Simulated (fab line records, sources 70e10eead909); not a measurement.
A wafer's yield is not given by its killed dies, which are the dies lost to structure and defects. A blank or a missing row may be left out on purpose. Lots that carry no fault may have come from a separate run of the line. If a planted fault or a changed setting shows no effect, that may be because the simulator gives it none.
A lot that was struck, set against a sound lot | flow nand harc | 14 steps out of a route of 1302
Sound: these wafers, L524.3, L524.5, L524.6. The struck wafers were L533.3, L533.5, L533.6. At the end, the cause is stated.
At each step with rows: each side's tool, then ch and its chambers, then its first start. Under that, the readings that differ: sound wafers | struck wafers | difference of the means | sigmas: that difference in standard deviations of wafers without a fault.
alike: words and numbers the same on both sides, and readings whose means are apart by under 2 such deviations; not compared: readings that were withheld, readings missing a value for some wafer, numbers with overlapping values and no deviation given by the record, and bounds like >300 which may hide the same value.
Wherever a step has rows on one side only, a row that says differs or no value, or a row with sigmas, the two part there. Numbers that don't overlap but have no deviation are shown without sigmas and don't part them. A reading that every wafer of one side lacks parts them only if that side has two wafers or more.

NHARC_P_ZERO_WELL_DESCUM_54: chemistry O2, time 3 s.
  sound on rie diel-06 ch 1,2,3, day 4 13:50; struck on rie diel-01 ch 2,3, day 8 07:58
  reading               | sound             | struck            | difference | sigmas
  oes product au (a.u.) | 0.992 0.999 0.992 | 1.017 1.003 1.008 | +0.015     | +2
  alike: drypump motor current A, rf vpp V, showerhead plenum p Torr, throttle valve pct
  not compared: rf hours counter h
then, 5 steps without rows for these wafers: NHARC_P_ZERO_WELL_IMPLANT_55; NHARC_P_ZERO_WELL_IMPLANT_61; NHARC_P_ZERO_WELL_STRIP_56 (strips in SPM, time 840 s); NHARC_P_ZERO_WELL_PRECLEAN_68 (cleans in SC1, time 60 s); NHARC_P_ZERO_WELL_SRD_69.
NHARC_P_ZERO_WELL_RTA_42: time 300 s.
  sound on rtp anneal-02 ch 0, day 4 15:02; struck on rtp anneal-02 ch 0, day 8 09:09
  alike: lamp power pct, lamp_zone_4_pct, wafer_temp_C_max
NHARC_P_ZERO_WELL_INSPECT_43:
  sound on defect inspect-02, day 4 15:30; struck on defect inspect-01, day 8 09:37
  alike: raw defect count
then, 4 steps without rows for these wafers: NHARC_P_STI_ETCH_26 (etches SiO2 in dHF, target depth 11 nm); NHARC_P_STI_PRECLEAN_27 (cleans in SC1); NHARC_P_STI_SRD_28; NHARC_P_STI_OXIDE_29 (material SiO2, target thk 10 nm, ox time 1362 s).
NHARC_P_STI_HM_DEP_30: deposits Si3N4, target thk 80 nm, time 873 s.
  sound on lpcvd-01 ch 1, day 5 05:59; struck on lpcvd-01 ch 0, day 9 00:40
  reading                | sound          | struck         | difference | sigmas
  zone power top pct (%) | 26.0 25.7 26.3 | 29.3 29.6 29.2 | +3.4       | +2
  alike: spike tc top C, zone power bottom pct
then, 1 step without rows for these wafers: NHARC_P_STI_DEHYDRATE_01 (time 120 s).

## WHERE THEY PART
Last at NHARC_P_STI_HM_DEP_30 as far as this record goes, first at NHARC_P_ZERO_WELL_DESCUM_54.

WHY: whatever the simulator had introduced
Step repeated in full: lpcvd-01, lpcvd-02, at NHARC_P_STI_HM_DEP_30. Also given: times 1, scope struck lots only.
